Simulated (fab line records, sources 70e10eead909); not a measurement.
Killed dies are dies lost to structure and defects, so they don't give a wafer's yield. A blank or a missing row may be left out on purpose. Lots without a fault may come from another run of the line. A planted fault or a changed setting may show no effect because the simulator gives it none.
fab line records | flow nand_harc
record lots=12 wafers=36 last_day=33
route steps=1302 shown P_CONTACT@218
lots that met no fault: from a run of the same line without faults
start_h: hours from the record's first day to the start of the lot's first wafer shown | wait_h: hours since the lot's step before | " the same as in the row above | L1.1+2: a row that stands for several wafers | - no value, or no start given | * or withheld: withheld | < > ~ a bound
route shown NAME@n: a module of which the file shows steps, and the number in the route of the first | usual: mean/standard deviation of fault-free wafers | same: alike in all rows | chamber/n: place in a boat | sites: the reading at each site | _std_site: their standard deviation | _edge_site: outer sites' mean less inner sites' | radius_mm: how far each site lies from the wafer's centre | mask NAME#n: copy n | behind: the tool/chamber that last shaped the wafer | hold: why the lot was held/for how many hours/how that ended | device: the transistor (n, p or np) that didn't switch | end of line: the same wafers' tests at the end of the route | a step without rows: its recipe alone | killed: dies lost to structure and defects at the first sort, not the wafer's yield | map: a wafer's dies, x killed, . not, _ none there
set.NAME: the setting as run; set.NAME@STEP: as run at that earlier step | model.NAME: the simulator's own value behind a step, which no gauge read
steps of the route over a sample of lots; a table a step, a row a wafer
services: from which hour (start_h, from the record's first day; less than 0 if before it) a tool's chamber was out of use, for how many hours, and why
## steps
# step NHARC_P_CONTACT_DEP_00
# recipe target_thk_a=5000 temp_c=400 pressure_torr=6.5 rf_w=900 teos_flow_sccm=161.4 flow_sccm=2650 target_thk_nm=500 gas=O2 material=SiO2
# usual heater_power_w=578/81 throttle_valve_pct=16.0/0.74
# columns lot.wafer tool chamber start_h wait_h heater_power_w throttle_valve_pct
L898.3 pecvd-01 0 - - 639 15.9
L898.4 " 1 " " 494 15.8
L898.6 " 0 " " 662 15.8
L899.1 pecvd-02 1 - - 484 16.6
L899.2 " 2 " " 708 14.7
L899.5 " 2 " " 730 14.5
L900.2 pecvd-03 2 - - 660 15.6
L900.3 " 1 " " 642 16.6
L900.4 " 2 " " 685 15.8
L901.1 pecvd-02 1 - - 462 16.8
L901.3 " 0 " " 542 16.6
L901.6 " 1 " " 479 16.8
L903.2 pecvd-02 1 - - 388 16.7
L903.1 " 2 " " 661 14.6
L903.4 " 2 " " 710 14.7
L912.6 pecvd-03 1 - - 650 16.9
L912.4 " 2 " " 658 15.7
L912.5 " 0 " " 604 15.9
L913.3 pecvd-03 0 - - 619 15.9
L913.1 " 2 " " 643 15.7
L913.5 " 2 " " 667 15.7
L914.1 pecvd-01 2 - - 596 15.6
L914.6 " 1 " " 481 15.8
L914.5 " 2 " " 459 15.7
L915.2 pecvd-03 2 - - 656 15.8
L915.5 " 1 " " 561 16.7
L915.6 " 0 " " 475 15.7
L916.1 pecvd-01 2 - - 501 16.0
L916.2 " 0 " " 718 15.4
L916.5 " 0 " " 723 15.3
L917.2 pecvd-02 0 - - 525 16.2
L917.5 " 2 " " 662 14.8
L917.6 " 1 " " 503 16.9
L919.2 pecvd-02 0 - - 500 16.3
L919.6 " 1 " " 393 16.8
L919.4 " 2 " " 610 14.4
# step NHARC_P_CONTACT_EXPOSE_09
# recipe na=1.35 target_cd_nm=90 dose_mj=81.26 mask_id=P_CA
# columns lot.wafer tool chamber start_h wait_h mask
L898.3+4+6 arfi_scanner-03 0 122.22 - P_CA#0
L899.1+2+5 arfi_scanner-03 0 136.68 - P_CA#0
L900.2+3+4 arfi_scanner-02 0 150.26 - P_CA#0
L901.1+3+6 arfi_scanner-02 0 159.69 - P_CA#0
L903.1+2+4 arfi_scanner-02 0 182.92 - P_CA_R1#0
L912.4+5+6 arfi_scanner-03 0 268.39 - P_CA#0
L913.1+3+5 arfi_scanner-01 0 283.56 - P_CA#0
L914.1+5+6 arfi_scanner-02 0 291.79 - P_CA#0
L915.2+5+6 arfi_scanner-01 0 297.23 - P_CA#0
L916.1+2+5 arfi_scanner-01 0 309.52 - P_CA#0
L917.2+5+6 arfi_scanner-01 0 325.15 - P_CA#0
L919.2+4+6 arfi_scanner-02 0 333.73 - P_CA#0
# step NHARC_P_CONTACT_DESCUM_17
# recipe time_s=3 o2_flow_sccm=200 ar_flow_sccm=0 bias_power_w=0 chemistry=O2
# usual chamber_pressure_mTorr=60.00/0.056 drypump_motor_current_A=5.8/0.38 oes_product_au=0.998/0.012 rf_vpp_V=57.8/0.95 showerhead_plenum_p_Torr=1.95/0.096 throttle_valve_pct=11.310/0.0093
# columns lot.wafer tool chamber start_h wait_h chamber_pressure_mTorr drypump_motor_current_A oes_product_au rf_hours_counter_h rf_vpp_V showerhead_plenum_p_Torr throttle_valve_pct
L898.4 rie_diel-03 0 122.55 0.1 60.07 5.4 1.011 0.3 58.6 1.99 11.303
L898.3 " 2 " " 59.99 6.7 1.003 0.2 57.9 1.98 11.308
L898.6 " 0 " " 59.99 5.4 1.009 - 56.7 1.99 11.295
L899.1 rie_diel-09 3 137.02 0.1 60.01 6.5 0.983 3.7 58.6 1.86 11.292
L899.2 " 0 " " 60.08 5.5 0.995 3.9 58.0 1.79 11.292
L899.5 " 2 " " 59.98 5.8 0.994 - 57.2 2.01 11.319
L900.4 rie_diel-03 2 150.59 0.1 59.99 6.7 1.007 1.0 57.7 1.98 11.289
L900.3 " 3 " " 60.02 5.9 1.005 1.0 57.3 1.95 11.299
L900.2 " 1 " " 60.01 5.6 0.988 1.0 58.6 2.04 11.302
L901.1 rie_diel-09 1 160.02 0.1 59.92 5.8 0.990 0.1 57.7 2.03 11.314
L901.3 " 2 " " 60.01 5.8 1.004 0.1 57.0 2.01 11.325
L901.6 " 0 " " 59.95 5.5 0.997 - 56.7 1.79 11.302
L903.4 rie_diel-09 1 183.25 0.1 59.95 5.8 1.001 0.7 58.7 2.03 11.305
L903.1 " 2 " " 59.96 5.9 1.001 0.7 59.2 2.01 11.321
L903.2 " 3 " " 60.03 6.5 0.990 0.7 56.9 1.85 11.310
L912.4 rie_diel-07 3 268.73 0.1 60.01 6.1 0.988 5.7 58.6 2.05 11.310
L912.5 " 0 " " 60.07 5.5 0.974 - 56.4 2.04 11.313
L912.6 " 1 " " 59.97 5.5 0.999 - 57.3 1.84 11.311
L913.1 rie_diel-07 3 283.89 0.1 59.92 6.1 0.984 6.5 58.6 2.05 11.319
L913.3 " 1 " " 60.05 5.5 0.998 6.8 58.1 1.84 11.315
L913.5 " 3 " " 59.93 6.1 0.983 - 56.2 2.05 11.314
L914.1 rie_diel-03 0 292.13 0.1 60.02 5.4 1.012 0.0 57.0 1.99 11.297
L914.6 " 3 " " 59.98 5.9 0.987 - 57.3 1.95 11.307
L914.5 " 0 " " 60.05 5.5 1.008 - 57.2 1.99 11.323
L915.2 rie_diel-03 2 297.57 0.1 59.87 6.6 1.012 0.2 57.5 1.98 11.329
L915.5 " 1 " " 60.02 5.6 0.981 - 58.3 2.04 11.315
L915.6 " 2 " " 59.92 6.7 1.001 - 57.6 1.98 11.301
L916.2 rie_diel-07 2 309.86 0.1 59.96 5.5 1.000 0.2 56.3 1.78 11.309
L916.1 " 3 " " 60.05 6.1 0.991 0.1 58.3 2.05 11.317
L916.5 " 0 " " 60.10 5.5 0.997 - 58.9 2.04 11.309
L917.2 rie_diel-03 2 325.48 0.1 60.02 6.6 1.018 1.2 57.6 1.98 11.316
L917.6 " 1 " " 60.04 5.6 0.994 - 57.4 2.04 11.300
L917.5 " 2 " " 59.99 6.6 1.016 - 58.7 1.98 11.310
L919.2 rie_diel-09 1 334.05 0.1 60.04 5.8 0.986 0.0 60.0 2.03 11.303
L919.4 " 2 " " 60.01 5.9 0.999 0.0 57.5 2.01 11.327
L919.6 " 2 " " 60.01 5.8 0.994 - 58.5 2.00 11.298
# step NHARC_P_CONTACT_ETCH_36
# recipe target_depth_a=2600 over_etch_frac=0.25 time_s=406.25 ion_energy_ev=200 n2_flow_sccm=150 h2_flow_sccm=150 ar_flow_sccm=0 rf_w=400 bias_w=150 chemistry=N2/H2
# usual chamber_pressure_mTorr=30.004/0.029 drypump_motor_current_A=5.8/0.4 oes_product_au=0.997/0.012 rf_vpp_V=431/3.1 showerhead_plenum_p_Torr=2.08/0.11 throttle_valve_pct=14.172/0.01
# same over_etch_frac=0.25
# columns lot.wafer tool chamber start_h wait_h chamber_pressure_mTorr drypump_motor_current_A oes_product_au rf_hours_counter_h rf_vpp_V showerhead_plenum_p_Torr throttle_valve_pct
L898.3 rie_diel-03 1 - - 30.032 5.6 0.989 0.3 435 2.18 14.163
L898.4 " 2 " " 30.039 6.7 1.004 0.3 433 2.12 14.163
L898.6 " 3 " " 30.057 5.9 1.001 - 434 2.08 14.189
L899.2 rie_diel-09 0 - - 29.992 5.5 0.987 3.9 427 1.91 14.167
L899.1 " 3 " " 30.038 6.5 0.984 3.8 428 1.98 14.191
L899.5 " 0 " " 30.012 5.5 0.993 - 427 1.91 14.160
L900.2 rie_diel-03 1 - - 30.003 5.6 0.988 1.1 435 2.18 14.168
L900.3 " 2 " " 30.027 6.7 1.000 1.0 433 2.12 14.173
L900.4 " 3 " " 29.963 5.9 0.994 1.1 431 2.08 14.199
L901.1 rie_diel-09 3 - - 30.045 6.5 0.974 0.2 430 1.98 14.185
L901.3 " 1 " " 30.020 5.8 0.992 0.2 434 2.16 14.184
L901.6 " 3 " " 30.010 6.5 0.982 - 429 1.98 14.179
L903.4 rie_diel-09 2 - - 30.008 5.9 1.005 0.7 434 2.14 14.184
L903.2 " 3 " " 30.001 6.5 0.975 0.8 429 1.98 14.192
L903.1 " 0 " " 30.023 5.5 0.987 0.8 426 1.91 14.167
L912.4 rie_diel-07 3 - - 30.008 6.1 0.999 5.8 434 2.19 14.165
L912.6 " 1 " " 29.969 5.5 1.011 - 428 1.96 14.166
L912.5 " 2 " " 29.995 5.5 1.011 - 426 1.89 14.156
L913.1 rie_diel-07 3 - - 30.025 6.1 0.997 6.6 434 2.19 14.176
L913.3 " 0 " " 29.995 5.5 0.994 6.8 435 2.18 14.161
L913.5 " 3 " " 30.022 6.1 0.991 - 436 2.19 14.159
L914.1 rie_diel-03 0 - - 29.960 5.5 1.020 0.1 433 2.12 14.156
L914.6 " 0 " " 29.947 5.5 1.022 - 434 2.12 14.163
L914.5 " 1 " " 29.985 5.6 0.991 - 433 2.18 14.185
L915.2 rie_diel-03 0 - - 29.989 5.4 1.012 0.5 432 2.12 14.162
L915.5 " 2 " " 30.040 6.6 1.019 - 434 2.11 14.172
L915.6 " 3 " " 30.055 5.9 0.983 - 433 2.08 14.159
L916.1 rie_diel-07 3 - - 30.016 6.1 0.989 0.2 434 2.19 14.178
L916.2 " 0 " " 29.985 5.5 0.991 0.2 435 2.18 14.174
L916.5 " 2 " " 30.004 5.5 1.003 - 426 1.89 14.186
L917.2 rie_diel-03 0 - - 29.984 5.4 1.004 1.3 432 2.12 14.156
L917.6 " 1 " " 29.978 5.6 0.985 - 433 2.18 14.173
L917.5 " 2 " " 29.989 6.6 1.008 - 433 2.11 14.169
L919.2 rie_diel-09 0 - - 29.988 5.5 0.994 0.1 428 1.90 14.163
L919.4 " 1 " " 29.981 5.8 0.996 0.1 433 2.16 14.182
L919.6 " 3 " " 30.016 6.5 0.982 - 428 1.97 14.150
## services
# columns tool chamber start_h hours kind
rie_diel-07 - 102.07 2.0 repair
rie_diel-03 - 104.30 9.0 pm
rie_diel-07 - 117.32 9.0 pm
arfi_scanner-02 - 124.81 0.6 repair
rie_diel-03 0 128.10 5.5 repair
arfi_scanner-02 - 137.59 0.2 repair
arfi_scanner-02 - 140.00 4.0 pm
rie_diel-09 - 143.10 9.0 pm
pecvd-03 1 175.72 4.2 repair
pecvd-03 - 185.06 13.0 pm
rie_diel-09 - 191.15 8.7 repair
pecvd-02 - 227.13 13.0 pm
rie_diel-07 - 227.28 33.0 repair
pecvd-03 - 242.20 1.4 repair
arfi_scanner-01 - 252.00 4.0 pm
pecvd-02 1 261.84 5.0 repair
pecvd-02 - 264.08 2.6 repair
rie_diel-03 - 281.30 9.0 pm
rie_diel-07 - 294.32 9.0 pm
arfi_scanner-02 - 312.00 4.0 pm
rie_diel-09 - 320.10 9.0 pm
pecvd-02 - 320.82 1.9 repair
rie_diel-03 2 327.64 4.8 repair
rie_diel-07 - 328.96 0.3 repair
## key
first_sign step=NHARC_P_CONTACT_EXPOSE_09 reading=mask direction=changed
effect none on later readings
met_at NHARC_P_CONTACT_EXPOSE_09
struck_lots L903
tester_left_out L903
not_acting_at NHARC_P_CONTACT_DEP_00,NHARC_P_CONTACT_DESCUM_17,NHARC_P_CONTACT_ETCH_36
onset_between 159.69 182.92
fault kind=wrong_mask tool=any chamber=- onset_h=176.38 steps=NHARC_P_CONTACT_EXPOSE_09 aux_copy=P_CA_R1#0 cd_offset_nm=1.2268 scope=struck_lots_only
# tester_left_out: of these lots the tester's yield and bins aren't shown, on N5 and GAA mostly nor the transistor test; their killed dies are dies lost to structure and defects alone, not to doping, threshold or leakage, so they don't give the yield
